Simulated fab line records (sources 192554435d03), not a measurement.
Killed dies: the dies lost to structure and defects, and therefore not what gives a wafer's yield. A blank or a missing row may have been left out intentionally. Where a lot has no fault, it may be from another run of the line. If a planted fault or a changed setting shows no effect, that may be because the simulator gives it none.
fab line records -- flow n5Finfet
record lots=7, wafers=19, lastDay=18
route steps=1938 shown BEOL_M9@1428 PASSIVATION@1936
lots that met no fault: from a run of the same line without faults
startH: hours from the record's opening day to when the first of the lot's shown wafers began -- waitH: hours elapsed since this lot's preceding step -- " identical to the entry in the row above -- L1.1+2: a row that stands for several wafers -- - no value, or no start given -- * or withheld: withheld -- < > ~ a bound
route shown NAME@n: NAME is a module with steps in the file, n the number in the route of the first one -- usual: mean/standard deviation taken from wafers without a fault -- same: alike in all rows -- chamber/n: place in a boat -- sites: the reading at each site -- _std_site: the standard deviation of these -- _edge_site: the outer-site mean with the inner-site mean subtracted -- radiusMm: how far each site lies from the wafer's centre -- mask NAME#n: copy n -- behind: tool/chamber where the wafer was last shaped -- hold: reason for holding the lot/hours on hold/outcome of the hold -- device: the n, p or np transistor that did not switch -- end of line: the route-end tests of the same wafers -- a step without rows: its recipe alone -- killed: dies lost to structure and defects at the first sort, not the wafer's yield -- map: a wafer's dies, marking killed ones x, the rest . and places with no die _
set.NAME: the setting as run; set.NAME@STEP: as run at that earlier step -- model.NAME: the simulator's own value behind a step, which no gauge read
lots at some steps of the route; a table a step, a row a wafer
services: a tool's chamber out of use, with start hour (startH, from the record's first day; less than 0 if before it), hours out, and reason
## steps
# step N5_BEOL_M9_COAT_22
# recipe resist=CAR-EUV, spinRpm=1500, resistThkNm=30
# step N5_BEOL_M9_EBR_24
# recipe solvent=PGMEA, ebrWidthMm=1.5
# step N5_BEOL_M9_SOFTBAKE_23
# recipe tempC=110, timeS=60, resist=CAR-EUV
# step N5_BEOL_M9_EXPOSE_25
# recipe maskId=V8, na=0.33, sourceShape=annular, sigmaInner=0.4, sigmaOuter=0.8, polarization=unpolarized, doseMj=37.25
# step N5_BEOL_M9_PEB_26
# recipe pebTempC=100, pebTimeS=60, resist=CAR-EUV
# step N5_BEOL_M9_DEVELOP_27
# recipe developTimeS=30, developer=TMAH, resist=CAR-EUV, rinseLiquid=surfactantRinse, dry=airSpin, devTempC=23
# step N5_BEOL_M9_CD_MEAS_28
# recipe targetCdNm=70, landingEnergyEv=500, detector=seInlens, polarity=opening
# usual cdNm=70.0/0.33
lot.wafer,tool,chamber,startH,waitH,cdNm
L609.2,cdSem-03,0,209.91,-,70.0
L609.3,cdSem-03,0,209.91,-,69.8
L609.5,cdSem-03,0,209.91,-,70.1
L608.1,cdSem-02,0,214.26,-,70.2
L608.3,cdSem-02,0,214.26,-,70.3
L608.4,cdSem-02,0,214.26,-,70.1
L616.2,cdSem-01,0,265.42,-,69.6
L616.4,cdSem-01,0,265.42,-,69.6
L616.5,cdSem-01,0,265.42,-,70.0
L621.4,cdSem-02,0,284.71,-,70.0
L621.5,cdSem-02,0,284.71,-,70.1
L621.6,cdSem-02,0,284.71,-,70.3
L629.1,cdSem-03,0,347.23,-,70.1
L629.4,cdSem-03,0,347.23,-,69.6
L628.2,cdSem-02,0,347.40,-,69.1
L628.4,cdSem-02,0,347.40,-,69.7
L630.1,cdSem-02,0,356.51,-,69.8
L630.3,cdSem-02,0,356.51,-,70.0
L630.6,cdSem-02,0,356.51,-,70.0
# step N5_BEOL_M9_OVL_MEAS_29
# recipe pointsPerWafer=522
# usual V8_OVL=0.3/0.66
lot.wafer,tool,chamber,startH,waitH,V8_OVL[nm]
L609.2,overlay-01,0,209.95,0.0,-0.3
L609.3,overlay-01,0,209.95,0.0,-0.5
L609.5,overlay-01,0,209.95,0.0,-0.2
L608.1,overlay-02,0,214.29,0.0,0.3
L608.3,overlay-02,0,214.29,0.0,0.0
L608.4,overlay-02,0,214.29,0.0,1.1
L616.2,overlay-02,0,265.46,0.0,0.5
L616.4,overlay-02,0,265.46,0.0,0.0
L616.5,overlay-02,0,265.46,0.0,-0.4
L621.4,overlay-02,0,284.76,0.0,1.0
L621.5,overlay-02,0,284.76,0.0,0.4
L621.6,overlay-02,0,284.76,0.0,1.3
L629.1,overlay-02,0,347.26,0.0,-0.1
L629.4,overlay-02,0,347.26,0.0,0.5
L628.2,overlay-02,0,347.44,0.0,0.0
L628.4,overlay-02,0,347.44,0.0,-0.5
L630.1,overlay-02,0,356.54,0.0,-0.3
L630.3,overlay-02,0,356.54,0.0,-0.4
L630.6,overlay-02,0,356.54,0.0,-0.1
# step N5_BEOL_M9_INSPECT_30
# recipe mode=adi, inspectInstrument=brightfield
# usual rawDefectCount=394/75
lot.wafer,tool,chamber,startH,waitH,rawDefectCount
L609.2,defectInspect-02,-,210.00,0.0,307
L609.3,defectInspect-02,-,210.00,0.0,463
L609.5,defectInspect-02,-,210.00,0.0,450
L608.1,defectInspect-02,-,214.35,0.1,340
L608.3,defectInspect-02,-,214.35,0.1,370
L608.4,defectInspect-02,-,214.35,0.1,351
L616.2,defectInspect-02,-,265.51,0.0,296
L616.4,defectInspect-02,-,265.51,0.0,419
L616.5,defectInspect-02,-,265.51,0.0,318
L621.4,defectInspect-02,-,284.80,0.0,414
L621.5,defectInspect-02,-,284.80,0.0,497
L621.6,defectInspect-02,-,284.80,0.0,345
L629.1,defectInspect-02,-,347.32,0.1,461
L629.4,defectInspect-02,-,347.32,0.1,464
L628.2,defectInspect-02,-,347.49,0.0,313
L628.4,defectInspect-02,-,347.49,0.0,328
L630.1,defectInspect-02,-,356.60,0.1,432
L630.3,defectInspect-02,-,356.60,0.1,409
L630.6,defectInspect-02,-,356.60,0.1,297
# step N5_BEOL_M9_DESCUM_33
# recipe chemistry=O2, timeS=7, sourcePowerW=50, biasPowerW=20, pressureMtorr=20, rfFrequencyHz=2.712e+07, tempC=40, resist=CAR-EUV, o2FlowSccm=225
# usual drypumpMotorCurrentA=5.8/0.44, oesProductAu=0.77/0.088, rfFwdPowerW=49.36/0.23, rfVppV=243.0/1.6, showerheadPlenumPTorr=2.07/0.087, throttleValvePct=20.5/0.33
lot.wafer,tool,chamber,startH,waitH,drypumpMotorCurrentA,oesProductAu,rfFwdPowerW,rfHoursCounterH,rfVppV,showerheadPlenumPTorr,throttleValvePct
L609.2,rieDiel-01,2,210.03,0.0,5.4,0.72,49.40,194,244.2,2.19,20.7
L609.3,rieDiel-01,1,210.03,0.0,5.5,0.95,49.26,6,242.9,2.12,20.2
L609.5,rieDiel-01,2,210.03,0.0,5.4,0.71,49.59,-,243.8,2.19,20.7
L608.1,rieDiel-01,2,214.38,0.0,5.4,0.71,49.54,196,244.8,2.19,20.7
L608.3,rieDiel-01,0,214.38,0.0,5.5,0.69,49.26,233,243.2,2.07,20.7
L608.4,rieDiel-01,1,214.38,0.0,5.5,0.94,49.43,-,242.8,2.11,20.2
L616.2,rieDiel-06,3,265.54,0.0,5.9,0.75,49.64,150,242.1,1.91,20.1
L616.4,rieDiel-06,0,265.54,0.0,6.5,0.73,49.08,209,240.9,1.99,20.2
L616.5,rieDiel-06,0,265.54,0.0,6.5,0.73,49.06,-,241.6,1.99,20.2
L621.4,rieDiel-01,3,284.85,0.0,5.4,0.76,49.36,-,244.3,2.08,20.8
L621.5,rieDiel-01,1,284.85,0.0,5.5,0.89,49.66,-,244.1,2.11,20.3
L621.6,rieDiel-01,2,284.85,0.0,5.4,0.70,49.38,-,243.0,2.18,20.7
L629.1,rieDiel-06,1,347.35,0.0,6.5,0.83,49.48,83,245.9,2.18,20.2
L629.4,rieDiel-06,0,347.35,0.0,6.5,0.73,48.98,236,240.5,1.98,20.3
L628.2,rieDiel-06,1,347.82,0.3,6.5,0.82,49.50,83,246.7,2.18,20.2
L628.4,rieDiel-06,3,347.82,0.3,5.9,0.74,49.66,177,240.4,1.91,20.1
L630.1,rieDiel-06,2,356.64,0.0,5.6,0.91,49.18,36,241.6,2.04,20.7
L630.3,rieDiel-06,1,356.64,0.0,6.5,0.81,49.82,85,243.9,2.18,20.2
L630.6,rieDiel-06,0,356.64,0.0,6.5,0.72,49.14,-,240.2,1.98,20.3
# step N5_BEOL_M9_ETCH_76
# recipe chemistry=N2/H2, target=underlayer, targetDepthA=65, maskMaterial=CAR-EUV, timeS=5.2, ionEnergyEv=200, pressureMtorr=30, sourceW=840, biasW=150, n2FlowSccm=200, h2FlowSccm=200, ends=cleared
# usual biasW=150.0/0.51, drypumpMotorCurrentA=5.8/0.44, etchRfOnTimeS=5.19/0.17, oesProductAu=0.66/0.075, rfFwdPowerW=819.0/2.4, rfVppV=524/3.1, showerheadPlenumPTorr=2.53/0.1, throttleValvePct=17.97/0.28
lot.wafer,tool,chamber,startH,waitH,biasW,drypumpMotorCurrentA,etchRfOnTimeS,oesProductAu,rfFwdPowerW,rfHoursCounterH,rfVppV,showerheadPlenumPTorr,throttleValvePct
L609.2,rieDiel-01,2,210.07,0.0,149.8,5.4,5.35,0.61,819.1,194,526,2.64,18.04
L609.3,rieDiel-01,1,210.07,0.0,150.3,5.5,5.19,0.81,819.5,6,525,2.58,17.69
L609.5,rieDiel-01,2,210.07,0.0,150.0,5.4,5.28,0.61,820.5,-,526,2.64,18.02
L608.1,rieDiel-01,2,214.41,0.0,149.8,5.4,5.32,0.61,818.3,196,525,2.64,18.05
L608.3,rieDiel-01,0,214.41,0.0,150.1,5.5,5.40,0.59,817.4,233,523,2.52,18.15
L608.4,rieDiel-01,1,214.41,0.0,151.0,5.5,5.19,0.79,815.1,-,526,2.58,17.67
L616.2,rieDiel-06,3,265.58,0.0,149.9,5.9,5.00,0.65,818.4,150,518,2.34,17.69
L616.4,rieDiel-06,0,265.58,0.0,149.1,6.5,5.08,0.63,821.7,209,520,2.42,17.65
L616.5,rieDiel-06,0,265.58,0.0,149.4,6.5,5.04,0.62,821.5,-,522,2.42,17.64
L621.4,rieDiel-01,3,284.87,0.0,149.8,5.4,5.29,0.63,821.8,-,524,2.57,18.58
L621.5,rieDiel-01,1,284.87,0.0,150.4,5.5,5.18,0.76,816.0,-,526,2.57,17.73
L621.6,rieDiel-01,2,284.87,0.0,150.1,5.4,5.33,0.60,818.9,-,529,2.63,18.09
L629.1,rieDiel-06,1,347.39,0.0,150.4,6.5,5.33,0.69,819.9,83,528,2.69,17.93
L629.4,rieDiel-06,0,347.39,0.0,149.8,6.6,4.91,0.62,822.9,236,521,2.41,17.69
L628.2,rieDiel-06,1,347.85,0.0,149.6,6.5,5.36,0.69,818.3,83,528,2.69,17.91
L628.4,rieDiel-06,3,347.85,0.0,149.8,5.9,4.97,0.63,821.7,177,519,2.33,17.72
L630.1,rieDiel-06,2,356.67,0.0,150.0,5.6,4.91,0.76,820.3,36,523,2.46,17.94
L630.3,rieDiel-06,1,356.67,0.0,149.8,6.5,5.34,0.68,816.5,85,525,2.69,17.93
L630.6,rieDiel-06,0,356.67,0.0,150.3,6.5,4.95,0.62,818.6,-,519,2.41,17.69
# step N5_BEOL_M9_ETCH_65
# recipe chemistry=CF4, target=SiARC, targetDepthA=156, maskMaterial=CAR-EUV, timeS=26, ionEnergyEv=80, pressureMtorr=40, sourceW=545, biasW=36, Ar_flow_sccm=100, cf4FlowSccm=100, ends=cleared
# usual biasW=36.00/0.11, drypumpMotorCurrentA=5.8/0.44, etchRfOnTimeS=25.9/0.84, oesProductAu=0.66/0.076, rfFwdPowerW=532.5/2.4, rfVppV=184.0/1.3, showerheadPlenumPTorr=2.13/0.082, throttleValvePct=15.71/0.26
lot.wafer,tool,chamber,startH,waitH,biasW,drypumpMotorCurrentA,etchRfOnTimeS,oesProductAu,rfFwdPowerW,rfHoursCounterH,rfVppV,showerheadPlenumPTorr,throttleValvePct
L609.2,rieDiel-01,2,210.08,0.0,35.92,5.4,26.6,0.61,528.6,194,186.0,2.20,15.72
L609.3,rieDiel-01,1,210.08,0.0,35.93,5.5,25.3,0.82,536.6,6,184.2,2.19,15.58
L609.5,rieDiel-01,2,210.08,0.0,35.97,5.4,26.7,0.61,529.8,-,184.8,2.20,15.74
L608.1,rieDiel-01,2,214.43,0.0,36.11,5.5,27.0,0.60,534.2,196,185.5,2.20,15.72
L608.3,rieDiel-01,0,214.43,0.0,35.85,5.5,26.9,0.59,530.3,233,184.3,2.13,15.99
L608.4,rieDiel-01,1,214.43,0.0,35.96,5.5,25.5,0.81,531.7,-,186.9,2.19,15.58
L616.2,rieDiel-06,3,265.59,0.0,36.14,5.8,25.3,0.65,536.2,150,182.2,1.98,15.38
L616.4,rieDiel-06,0,265.59,0.0,36.06,6.5,25.2,0.64,529.5,209,184.6,2.03,15.38
L616.5,rieDiel-06,0,265.59,0.0,35.90,6.5,25.3,0.63,531.3,-,182.5,2.03,15.39
L621.4,rieDiel-01,3,284.90,0.0,36.04,5.4,25.9,0.63,527.4,-,183.8,2.15,16.08
L621.5,rieDiel-01,1,284.90,0.0,36.06,5.5,25.3,0.78,538.0,-,184.7,2.18,15.60
L621.6,rieDiel-01,2,284.90,0.0,36.09,5.4,26.7,0.59,531.4,-,183.9,2.20,15.78
L629.1,rieDiel-06,1,347.40,0.0,36.15,6.5,26.7,0.69,534.5,83,186.2,2.24,15.58
L629.4,rieDiel-06,0,347.40,0.0,36.11,6.5,24.7,0.62,531.8,236,183.7,2.03,15.44
L628.2,rieDiel-06,1,347.87,0.0,35.87,6.5,26.9,0.68,535.5,83,185.4,2.24,15.58
L628.4,rieDiel-06,3,347.87,0.0,36.09,5.9,25.1,0.63,534.1,177,181.4,1.97,15.43
L630.1,rieDiel-06,2,356.69,0.0,35.93,5.6,24.9,0.77,531.3,36,182.5,2.09,15.73
L630.3,rieDiel-06,1,356.69,0.0,36.19,6.5,26.8,0.68,534.9,85,185.8,2.24,15.58
L630.6,rieDiel-06,0,356.69,0.0,35.97,6.5,24.6,0.62,532.3,-,183.4,2.02,15.45
# step N5_BEOL_M9_ETCH_66
# recipe chemistry=N2/H2, target=SOC, targetDepthA=800, overetchA=160, maskMaterial=SiARC, tempC=40, timeS=120, ionEnergyEv=200, pressureMtorr=30, sourceW=840, biasW=150, n2FlowSccm=200, h2FlowSccm=200
# usual biasW=150.1/0.38, drypumpMotorCurrentA=5.8/0.44, oesProductAu=0.59/0.063, rfFwdPowerW=835.9/2.9, rfVppV=523/3, showerheadPlenumPTorr=2.53/0.1, throttleValvePct=17.93/0.28
lot.wafer,tool,chamber,startH,waitH,biasW,drypumpMotorCurrentA,oesProductAu,rfFwdPowerW,rfHoursCounterH,rfVppV,showerheadPlenumPTorr,throttleValvePct,model.SiARC_of_BEOL_M9_COAT_64.thkNm
L609.2,rieDiel-01,2,210.11,0.0,149.8,5.5,0.55,837.0,194,526,2.64,18.00,6.4
L609.3,rieDiel-01,1,210.11,0.0,149.6,5.5,0.73,836.2,6,525,2.58,17.63,6.4
L609.5,rieDiel-01,2,210.11,0.0,149.8,5.5,0.56,834.1,-,526,2.64,18.01,6.4
L608.1,rieDiel-01,2,214.46,0.0,149.8,5.4,0.56,837.6,196,527,2.64,18.00,6.6
L608.3,rieDiel-01,0,214.46,0.0,150.0,5.5,0.54,834.7,233,523,2.52,18.13,6.8
L608.4,rieDiel-01,1,214.46,0.0,150.7,5.5,0.72,840.7,-,526,2.58,17.64,6.4
L616.2,rieDiel-06,3,265.62,0.0,150.5,5.9,0.57,836.2,150,519,2.34,17.64,6.4
L616.4,rieDiel-06,0,265.62,0.0,150.1,6.5,0.56,832.0,209,521,2.42,17.59,6.4
L616.5,rieDiel-06,0,265.62,0.0,150.2,6.5,0.56,835.6,-,519,2.42,17.60,6.4
L621.4,rieDiel-01,3,284.95,0.0,150.2,5.4,0.56,834.8,-,525,2.57,18.51,6.4
L621.5,rieDiel-01,1,284.95,0.0,149.4,5.5,0.67,840.6,-,527,2.57,17.68,6.2
L621.6,rieDiel-01,2,284.95,0.0,149.9,5.4,0.54,836.5,-,527,2.63,18.04,6.4
L629.1,rieDiel-06,1,347.43,0.0,150.2,6.5,0.63,838.2,83,527,2.69,17.87,6.6
L629.4,rieDiel-06,0,347.43,0.0,149.8,6.5,0.55,838.5,236,519,2.41,17.64,7.8
L628.2,rieDiel-06,1,347.90,0.0,150.2,6.5,0.62,836.5,83,527,2.69,17.89,6.6
L628.4,rieDiel-06,3,347.90,0.0,149.8,5.9,0.55,837.3,177,517,2.33,17.68,8
L630.1,rieDiel-06,2,356.72,0.0,150.2,5.6,0.67,835.9,36,521,2.46,17.89,6
L630.3,rieDiel-06,1,356.72,0.0,150.4,6.5,0.62,832.6,85,527,2.69,17.88,6.6
L630.6,rieDiel-06,0,356.72,0.0,149.8,6.6,0.54,832.3,-,520,2.41,17.66,7.8
# step N5_BEOL_M9_STRIP_69
# recipe chemistry=N2/H2, tempC=40, n2FlowSccm=200, h2FlowSccm=200, rfFrequencyHz=6e+07
# step N5_PASSIVATION_PROBE_49
# usual defectLimitedYield=91.2/1.6, killed_at_M0_to_M3=34/11, killed_at_M4_up=13/5.2, killedAtContacts=13/6.3, killedAtFrontEnd=40/14, killedAtOther=3.2/2.4, killedDies=104/19, killedOpen=69/14, killedShort=32/7.5, sort_bin_5_function=5.3/1.1, sort_bin_6_memory=3.2/0.73, sort_bin_8_speed=0.01/0.038, sortNPass=1076/19, sortYieldPct=91.2/1.6
# same grossDies=1180, killedAtBackSide=0, sort_bin_4_leakage[%]=0
lot.wafer,tool,chamber,startH,waitH,defectLimitedYield[%],killed_at_M0_to_M3,killed_at_M4_up,killedAtContacts,killedAtFrontEnd,killedAtOther,killedDies,killedOpen,killedShort,sort_bin_5_function[%],sort_bin_6_memory[%],sort_bin_8_speed[%],sortNPass,sortYieldPct[%]
L609.2,prober-02,-,264.20,0.1,89.9,27,17,22,46,7,119,80,35,6.0,3.6,0,1061,89.9
L609.3,prober-02,-,264.25,0.1,93.1,21,11,6,40,3,81,54,23,3.7,3.1,0.25,1096,92.9
L609.5,prober-02,-,264.35,0.2,95.1,17,10,11,19,1,58,40,17,3.2,1.6,0,1122,95.1
L621.4,prober-02,-,347.55,0.2,89.6,31,13,15,58,6,123,87,34,5.5,4.5,0,1057,89.6
L621.5,prober-02,-,347.60,0.2,87.1,39,15,15,80,3,152,107,38,8.1,4.1,0,1028,87.1
L621.6,prober-02,-,347.65,0.3,87.4,48,23,15,63,0,149,99,46,7.0,5.3,0,1031,87.4
L628.2,prober-02,-,406.48,0.1,91.9,16,18,1,60,0,95,61,33,4.2,3.6,0,1085,91.9
L628.4,prober-02,-,406.58,0.2,90.6,33,14,12,51,1,111,75,31,5.5,3.2,0,1069,90.6
L630.1,prober-01,-,421.55,0.0,90.6,43,17,4,45,2,111,65,43,5.5,3.8,0,1069,90.6
L630.3,prober-01,-,421.65,0.1,92.3,37,11,14,27,2,91,54,37,5.1,2.2,0,1089,92.3
L630.6,prober-01,-,421.80,0.3,90.6,36,18,7,48,2,111,73,34,6.5,2.3,0,1069,90.6
# killed by level:class
L609.2 MOL_CONTACT_COAG:geometricParticle:open=15 FIN_SAQP:geometricParticle:open=14 STI_FIN_REVEAL:geometricParticle:open=11 BEOL_M2:geometricParticle:open=8 BEOL_M4:geometricParticle:open=7 MOL_CONTACT_COAG:geometricParticle:short=6 FIN_SAQP:geometricParticle:short=5 DUMMY_GATE:geometricParticle:open=5
L609.3 FIN_SAQP:geometricParticle:open=11 FIN_SAQP:geometricParticle:short=7 STI_FIN_REVEAL:geometricParticle:open=7 MOL_CONTACT_COAG:geometricParticle:open=6 BEOL_M0_SAQP:geometricParticle:open=6 BEOL_M0:geometricParticle:open=6 BEOL_M0_SAQP:geometricParticle:short=4 STARTING-WAFER:geometricParticle:short=4
L609.5 MOL_CONTACT_COAG:geometricParticle:open=8 BEOL_M0_SAQP:geometricParticle:open=5 BEOL_M3:geometricParticle:open=4 STI_FIN_REVEAL:geometricParticle:open=3 GATE_CUT:geometricParticle:open=3 BEOL_M5:geometricParticle:open=3 BEOL_M2:geometricParticle:short=3 FIN_SAQP:geometricParticle:open=2
L621.4 FIN_SAQP:geometricParticle:open=15 MOL_CONTACT_COAG:geometricParticle:open=13 STI_FIN_REVEAL:geometricParticle:open=12 BEOL_M2:geometricParticle:open=9 BEOL_M4:geometricParticle:open=8 BEOL_M0_SAQP:geometricParticle:open=6 BEOL_M0_SAQP:geometricParticle:short=6 DUMMY_GATE:geometricParticle:open=5
L621.5 STI_FIN_REVEAL:geometricParticle:open=33 MOL_CONTACT_COAG:geometricParticle:open=13 FIN_SAQP:geometricParticle:open=12 BEOL_M0_SAQP:geometricParticle:short=11 BEOL_M0_SAQP:geometricParticle:open=9 BEOL_M4:geometricParticle:open=9 STI_FIN_REVEAL:geometricParticle:short=7 BEOL_M3:geometricParticle:open=6
L621.6 STI_FIN_REVEAL:geometricParticle:open=15 FIN_SAQP:geometricParticle:open=13 MOL_CONTACT_COAG:geometricParticle:open=12 BEOL_M4:geometricParticle:open=12 FIN_SAQP:geometricParticle:short=9 BEOL_M2:geometricParticle:open=9 BEOL_M0:geometricParticle:open=7 BEOL_M0_SAQP:geometricParticle:open=7
L628.2 FIN_SAQP:geometricParticle:open=23 FIN_SAQP:geometricParticle:short=15 DUMMY_GATE:geometricParticle:open=5 GATE_CUT:geometricParticle:short=5 BEOL_M4:geometricParticle:open=5 BEOL_M5:geometricParticle:open=5 BEOL_M1:geometricParticle:open=3 BEOL_M2:geometricParticle:open=3
L628.4 BEOL_M3:geometricParticle:open=16 MOL_CONTACT_COAG:geometricParticle:open=11 FIN_SAQP:geometricParticle:open=9 FIN_SAQP:geometricParticle:short=9 STI_FIN_REVEAL:geometricParticle:open=7 BEOL_M4:geometricParticle:open=6 DUMMY_GATE:geometricParticle:open=5 ILD0:geometricParticle:short=5
L630.1 FIN_SAQP:geometricParticle:short=14 FIN_SAQP:geometricParticle:open=14 BEOL_M2:geometricParticle:open=9 BEOL_M0_SAQP:geometricParticle:short=9 STI_FIN_REVEAL:geometricParticle:open=6 BEOL_M0_SAQP:geometricParticle:open=6 BEOL_M3:geometricParticle:open=6 BEOL_M1:geometricParticle:open=4
L630.3 FIN_SAQP:geometricParticle:short=11 MOL_CONTACT_COAG:geometricParticle:open=10 BEOL_M0_SAQP:geometricParticle:short=8 FIN_SAQP:geometricParticle:open=7 BEOL_M0_SAQP:geometricParticle:open=7 BEOL_M2:geometricParticle:open=7 MOL_CONTACT_COAG:geometricParticle:short=4 BEOL_M2:geometricParticle:short=4
L630.6 FIN_SAQP:geometricParticle:open=23 BEOL_M0_SAQP:geometricParticle:open=14 FIN_SAQP:geometricParticle:short=10 BEOL_M0_SAQP:geometricParticle:short=9 STI_FIN_REVEAL:geometricParticle:open=6 MOL_CONTACT_COAG:geometricParticle:open=4 BEOL_M4:geometricParticle:open=4 BEOL_M1:geometricParticle:open=4
## services
tool,chamber,startH,hours,kind
rieDiel-06,2,198.77,-,clean
rieDiel-06,2,198.77,-,consumableReplace:focusRing
rieDiel-06,2,198.77,24.8,scheduledDown
rieDiel-06,2,198.77,24.8,ventCycle
rieDiel-06,-,199.41,3.9,repair
rieDiel-01,3,207.40,19.4,repair
rieDiel-01,0,267.70,-,clean
rieDiel-01,0,267.70,-,consumableReplace:focusRing
rieDiel-01,0,267.70,39.1,scheduledDown
rieDiel-01,0,267.70,39.1,ventCycle
rieDiel-01,1,293.98,4.3,repair
rieDiel-01,-,333.66,2.8,pm
## key
firstSign none at tools or gauges
modelEffect step=N5_BEOL_M9_ETCH_66, value=SiARC_of_BEOL_M9_COAT_64.thkNm, without=6.267, struck=7.867
metAt N5_BEOL_M9_ETCH_66
struckWafers L628.4,L629.4,L630.6
onsetBetween 265.62 347.43
fault kind=processParameterDrift, tool=rieDiel-06, chamber=-, onsetH=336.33, steps=N5_BEOL_M9_ETCH_66, channel=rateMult, offset=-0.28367, shape=step, endH=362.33, scope=struckWafersOnly
